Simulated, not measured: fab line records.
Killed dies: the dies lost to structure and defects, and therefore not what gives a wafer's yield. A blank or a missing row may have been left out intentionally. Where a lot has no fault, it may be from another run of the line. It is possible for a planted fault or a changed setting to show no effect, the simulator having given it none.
Chamber matching | flow nand-harc | NHARC_A_SGD_CUT_DESCUM_14 on rie-diel-04: 4 sister chambers
The step chemistry O2, time 3 s. 8 wafers are shown with their chamber, then 8 later ones without.

EACH WAFER AND ITS CHAMBER
wafer  | chamber | drypump-motor-current-A (A) | rf-vpp-V (V)
L075.3 | 2       | 4.9                         | 57.4
L082.1 | 1       | 6.0                         | 58.2
L082.4 | 3       | 5.6                         | 58.3
L082.5 | 0       | 5.5                         | 57.3
L081.3 | 2       | 4.8                         | 57.0
L081.4 | 0       | 5.4                         | 57.5
L081.6 | 3       | 5.6                         | 56.8
L085.2 | 1       | 6.1                         | 58.7

WAFERS MISSING THEIR CHAMBER
wafer  | drypump-motor-current-A (A) | rf-vpp-V (V)
L085.3 | 4.9                         | 56.9
L085.6 | 5.4                         | 57.1
L089.1 | 5.5                         | 59.5
L089.3 | 5.6                         | 57.6
L089.4 | 4.8                         | 57.1
L093.1 | 5.5                         | 59.0
L093.3 | 6.0                         | 56.7
L093.4 | 5.6                         | 58.3

CHAMBER TAKEN BY EACH
wafer  | from the rows above     | in truth
L085.3 | 2                       | 2
L085.6 | 0                       | 0
L089.1 | can't be placed: 0 or 3 | 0
L089.3 | 3                       | 3
L089.4 | 2                       | 2
L093.1 | can't be placed: 0 or 3 | 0
L093.3 | 1                       | 1
L093.4 | can't be placed: 3 or 0 | 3
Correctly placed: 5 of 8. From these rows, 3 cannot be placed; in 3 the true chamber is one of the candidates. Wrongly placed: 0.
How it was worked out, from the rows above alone: a wafer's distance from a chamber is the root of the sum, over the readings, of the square of ((its reading less the chamber's mean) divided by the reading's scatter). The wafer belongs to the nearest chamber; if the next one is less than 2 further off, it can't be placed. The mean given for a chamber averages the wafers shown for that chamber. The scatter is the square root of a quotient: the sum, over the shown wafers, of each reading's squared deviation from its chamber's mean, divided by wafers minus chambers.
